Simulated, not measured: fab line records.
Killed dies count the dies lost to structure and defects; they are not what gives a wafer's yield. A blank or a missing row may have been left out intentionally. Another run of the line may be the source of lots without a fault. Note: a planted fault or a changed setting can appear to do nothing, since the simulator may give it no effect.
Problem report, 8D (eight disciplines) form, completed by code    flow nand_harc    the parts of the form that need people (team, actions taken, sign-off) are left out

1. THE PROBLEM
Wafers without a fault read 89.7 nm, standard deviation 0.51; cd_nm at NHARC_P_M0_CD_MEAS_09 reads a mean of 103.5 nm on 5 wafers belonging to 2 lots. Relative to the usual mean, that is a shift of +27 standard deviations.
The step: target cd 90 nm.
First seen on wafer L527.2, day 10 01:03, on cd_sem-02. The record holds 32 wafers of 11 lots with a number at this step. Rule for "out" (also "out of limits"): further than 4 standard deviations from the usual mean. All remaining wafers that have a number are taken as sound.

2. WHAT IT IS, AND WHAT IT ISN'T
question                     is                      is not
which readings at this step  cd_nm                   -
which lots                   L527, L529              L510, L514, L516, L517, L519, L522, L530, L531, L533
which wafers of those lots   all that have a number  -
read on which gauges         cd_sem-01, cd_sem-02    cd_sem-03
when                         from day 10 01:03       up to then (18 sound wafers); but 9 sound wafers of L530, L531, L533 came after

3. WHAT RULES OUT EACH SUSPECT
Counting: a tool at any process step up to the reading remains a suspect when it ran all the lots that are out and ran no sound lot after the first of those.
- ruled out: the gauge at NHARC_P_M0_CD_MEAS_09. Those wafers that are out were read across 2 gauges (cd_sem-01, cd_sem-02).
- rie_diel-12 at NHARC_P_CONTACT_ETCH_36 (etches the open film in N2/H2, target depth 260 nm, time 406.25 s): ruled out as a lasting fault. The sound lots L530, L531, L533 went through it after L527, its earliest lot that is out (day 10 00:55). Because NHARC_P_CONTACT_ETCH_36 lacks a start for some lots, the hours and order of its lots are taken from NHARC_P_M0_EXPOSE_06.
- arfi_scanner-03 at NHARC_P_M0_EXPOSE_06 (exposes mask P M0, target cd 90 nm): kept. All lots that are out passed through it, beginning with L527 at day 10 00:55, and no sound lot followed; its final sound lot before that point was L522 at day 9 02:22. Its own readings are out on those wafers: exposure_dose_mJ_cm2.
Remaining after the count: arfi_scanner-03 at NHARC_P_M0_EXPOSE_06.

4. THE CAUSE (what the simulator had put in)
Drift in process parameters on arfi_scanner-03 at NHARC_P_M0_EXPOSE_06, starting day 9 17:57. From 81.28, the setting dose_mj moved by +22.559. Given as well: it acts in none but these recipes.
This tool alone remained once counting was done.

5. THE EFFECT CHAIN, in route order
Rows list readings where the struck wafers' mean (over those with a number) sits beyond 3 standard deviations from the usual. Readings are gone through only where the record gives a usual standard deviation; hours: the median, over the lots, of the time from a lot's start at the first step in this table giving one to that lot's start at this step; sigmas: the change measured in usual standard deviations.
hours  step                   reading               usual    on struck wafers  change  sigmas
0      NHARC_P_M0_EXPOSE_06   exposure_dose_mJ_cm2  81.24    101.10            +19.86  +99 or more
0      NHARC_P_M0_CD_MEAS_09  cd_nm                 89.7 nm  103.5             +13.8   +27
Process steps it contains:
- NHARC_P_M0_EXPOSE_06: exposes mask P M0, target cd 90 nm.
Later steps that measure or inspect, where all struck wafers having a row at the step show a number for every such reading and not one has moved that far: NHARC_P_M0_THK_MEAS_24.

6. HOW IT WOULD HAVE BEEN CAUGHT EARLIER
Counted from the fault's start at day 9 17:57, it took 7 hours until the first out-of-limits reading at a measuring or inspecting step in this record, taken at day 10 01:03.
Tool's own readings at NHARC_P_M0_EXPOSE_06, exposure_dose_mJ_cm2: out on all struck wafers the step has rows for; an alarm limit on them would have tripped on the first.
Among the 2 lots that are out, L529 began NHARC_P_M0_EXPOSE_06 on arfi_scanner-03 after day 10 01:03. A hold on the tool at that time would have spared it.
